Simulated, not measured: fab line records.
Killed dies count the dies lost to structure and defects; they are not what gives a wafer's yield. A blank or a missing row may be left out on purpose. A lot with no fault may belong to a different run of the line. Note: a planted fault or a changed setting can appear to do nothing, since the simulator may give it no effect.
A struck lot beside a sound one / flow n5Finfet / 40 steps out of a route of 1938
Sound: wafers L595.2, L595.4, L595.6. The struck wafers were L599.1, L599.2, L599.6. The cause is named last.
At each step with rows: each side's tool, then ch and its chambers, then its first start. Under that, the readings that differ: sound wafers / struck wafers / difference of the means / sigmas: that difference in standard deviations of wafers without a fault.
alike: readings whose means differ by less than 2 such deviations, and words and numbers that are the same on both sides. not compared: withheld readings, readings that some wafer has no value for, bounds like >300 that may hide the same value, and numbers for which the record gives no deviation and whose values overlap.
A row with sigmas, a row that says differs or no value, or rows on one side alone: a step with any of these is where the two part. Non-overlapping numbers with no deviation appear without sigmas and do not part them. Lack of a reading on every wafer of one side parts them only where that side has two or more wafers.

N5_MOL_CONTACT_COAG_THK_MEAS_53:
  struck on filmMetro-02, day 8 09:13; sound on filmMetro-02, day 7 11:25
  alike: VIA_MOL_THK
then, 1 step without rows for these wafers: N5_MOL_CONTACT_COAG_ANNEAL_112 (time 1800 s).
N5_MOL_CONTACT_COAG_INSPECT_97: inspects for defects (darkfield).
  struck on defectInspect-01, day 8 12:16; sound on defectInspect-01, day 7 14:29
  alike: rawDefectCount
then, 1 step without rows for these wafers: N5_BEOL_M0_SAQP_PECVD_00 (deposits SiCN from 3MS/NH3, target thk 8 nm, time 14 s).
N5_BEOL_M0_SAQP_ILD_DEP_01: deposits SiOC from DEMS/O2, target thk 45.419 nm, time 8.7 s.
  sound on pecvd-03 ch 0,1,2, day 7 14:49; struck on pecvd-04 ch 1,2, day 8 12:37
  alike: chamberPressureTorr, heaterPowerOuterW, heaterPowerW, showerheadPlenumPTorr, throttleValvePct
  not compared: sinceWetCleanH
N5_BEOL_M0_SAQP_HM_DEP_02: deposits TiN, target thk 12 nm.
  struck on pvdSputter-01, day 8 13:34; sound on pvdSputter-02, day 7 15:28
  alike: chamberPressurePa, substrateTempC, throttleValvePct
then, 1 step without rows for these wafers: N5_BEOL_M0_SAQP_PECVD_03 (deposits SiCN from 3MS/NH3, target thk 12 nm, time 21.1 s).
N5_BEOL_M0_SAQP_PECVD_96: deposits a-Si from SiH4/He, target thk 45 nm, time 45.2 s.
  sound on pecvd-03 ch 0,1,2, day 7 15:37; struck on pecvd-04 ch 0,1,2, day 8 13:43
  alike: heaterPowerW, showerheadPlenumPTorr, throttleValvePct
  not compared: sinceWetCleanH
N5_BEOL_M0_SAQP_PECVD_97: deposits SiNx from SiH4/NH3/N2, target thk 23 nm, time 19.9 s.
  sound on pecvd-03 ch 0,1,2, day 7 15:40; struck on pecvd-04 ch 0,1,2, day 8 13:45
  alike: heaterPowerW, showerheadPlenumPTorr, throttleValvePct
  not compared: sinceWetCleanH
N5_BEOL_M0_SAQP_PECVD_04: deposits a-Si from SiH4/He, target thk 60 nm, time 60.2 s.
  sound on pecvd-03 ch 0,1,2, day 7 15:42; struck on pecvd-04 ch 0,1,2, day 8 13:47
  alike: heaterPowerW, showerheadPlenumPTorr, throttleValvePct
  not compared: sinceWetCleanH
N5_BEOL_M0_SAQP_THK_MEAS_05:
  struck on filmMetro-02, day 8 13:53; sound on filmMetro-01, day 7 15:48
  alike: thkNm
N5_BEOL_M0_SAQP_HM_DEP_111: deposits SiO2 from SiH4/N2O, target thk 12 nm, time 7.2 s.
  sound on pecvd-02 ch 0,2, day 7 15:50; struck on pecvd-03 ch 0,1, day 8 13:55
  no value came back on the struck wafers for chamberPressureTorr (Torr), heaterPowerOuterW (W), heaterPowerW (W), showerheadPlenumPTorr (Torr); on the sound wafers chamberPressureTorr (Torr) reads 0.7500 0.7467 0.7512
  not compared: sinceWetCleanH
then, 8 steps without rows for these wafers: N5_BEOL_M0_SAQP_COAT_81 (time 60 s, resist thk 100 nm); N5_BEOL_M0_SAQP_COAT_82 (time 60 s, resist thk 30 nm); N5_BEOL_M0_SAQP_COAT_08 (resist thk 90 nm); N5_BEOL_M0_SAQP_EBR_10; N5_BEOL_M0_SAQP_SOFTBAKE_09 (time 60 s); N5_BEOL_M0_SAQP_EXPOSE_11 (exposes mask M0 CORE, target cd 42 nm); N5_BEOL_M0_SAQP_PEB_12 (peb time 60 s); N5_BEOL_M0_SAQP_DEVELOP_13 (develop time 30 s).
N5_BEOL_M0_SAQP_CD_MEAS_14: the cd target is 42.5 nm.
  sound on cdSem-01 ch 0, day 7 16:17; struck on cdSem-03 ch 0, day 8 14:14
  alike: cdNm
N5_BEOL_M0_SAQP_OVL_MEAS_15:
  sound on overlay-01 ch 0, day 7 16:19; struck on overlay-01 ch 0, day 8 14:16
  alike: M0_CORE_OVL
N5_BEOL_M0_SAQP_INSPECT_16: inspects for defects (brightfield).
  struck on defectInspect-02, day 8 14:18; sound on defectInspect-01, day 7 16:20
  alike: rawDefectCount
then, 4 steps without rows for these wafers: N5_BEOL_M0_SAQP_DESCUM_19 (chemistry O2, time 7.9 s); N5_BEOL_M0_SAQP_ETCH_83 (etches SiARC in CF4, target depth 39 nm, time 65 s); N5_BEOL_M0_SAQP_ETCH_84 (etches SOC in N2/H2, target depth 100 nm, overetch 20 nm, time 150 s); N5_BEOL_M0_SAQP_STRIP_80 (strips in N2/H2).
N5_BEOL_M0_SAQP_HM_OPEN_112: chemistry CHF3/O2, target SiO2, stops on a-Si, target depth 12 nm, time 13.5 s.
  sound on rieDiel-06 ch 1,3, day 7 16:34; struck on rieDiel-01 ch 0,2, day 8 14:31
reading=oesProductAu (a.u.); sound=0.51 0.48 0.52; struck=0.29 0.30 0.30; difference=-0.21; sigmas=-3
reading=model.etch.depthNm (nm); sound=11.66 11.95 12.02; struck=0 0 0; difference=-12; sigmas=
  alike: drypumpMotorCurrentA, rfVppV, showerheadPlenumPTorr, throttleValvePct
  not compared: rfHoursCounterH
then, 9 steps without rows for these wafers: N5_BEOL_M0_SAQP_STRIP_113 (strips in CHF3/O2); N5_BEOL_M0_SAQP_MANDREL_ETCH_20 (etches a-Si in HBr/Cl2, stops on SiNx, target depth 60 nm, bt time 10 s, time 30 s); N5_BEOL_M0_SAQP_STRIP_86 (strips in N2/H2); N5_BEOL_M0_SAQP_STRIP_115 (strips in post etch residue remover, time 60 s); N5_BEOL_M0_SAQP_SRD_93 (time 30 s); N5_BEOL_M0_SAQP_RECESS_114 (chemistry HF/NH3, target SiO2, target depth 14.4 nm, afs cycles 3, sublimation time 60 s); N5_BEOL_M0_SAQP_SPACER1_ALD_98 (deposits SiO2, target thk 12.8 nm, pulse time 1 s, purge time 2 s); N5_BEOL_M0_SAQP_SPACER1_ETCHBACK_99 (etches SiO2 in CHF3/O2, target depth 15.4 nm, time 7.7 s); N5_BEOL_M0_SAQP_MANDREL1_REMOVE_100 (chemistry HBr/Cl2/O2, target a-Si, stops on SiNx, bt time 10 s).
N5_BEOL_M0_SAQP_CD_MEAS_25: the cd target is 13.1 nm.
  sound on cdSem-01 ch 0, day 7 18:19; struck on cdSem-02 ch 0, day 8 20:12
reading=cdNm (nm); sound=12.41 12.81 13.08; struck=- - -; difference=no value on the struck wafers; sigmas=
then, 1 step without rows for these wafers: N5_BEOL_M0_SAQP_ETCH_101 (etches SiNx in CH3F/O2, target depth 29.9 nm, time 42.7 s).
N5_BEOL_M4_RC_MEAS_101:
  the record has rows for the sound wafers here (prober-02 ch 0, day 10 03:08) and none for the struck ones

WHERE THEY PART
Earliest at N5_BEOL_M0_SAQP_HM_DEP_111; latest, in this record, at N5_BEOL_M4_RC_MEAS_101.

WHY: the cause the simulator had injected
Whole step skipped at N5_BEOL_M0_SAQP_HM_DEP_111 on pecvd-03, starting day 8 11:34. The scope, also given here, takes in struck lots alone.
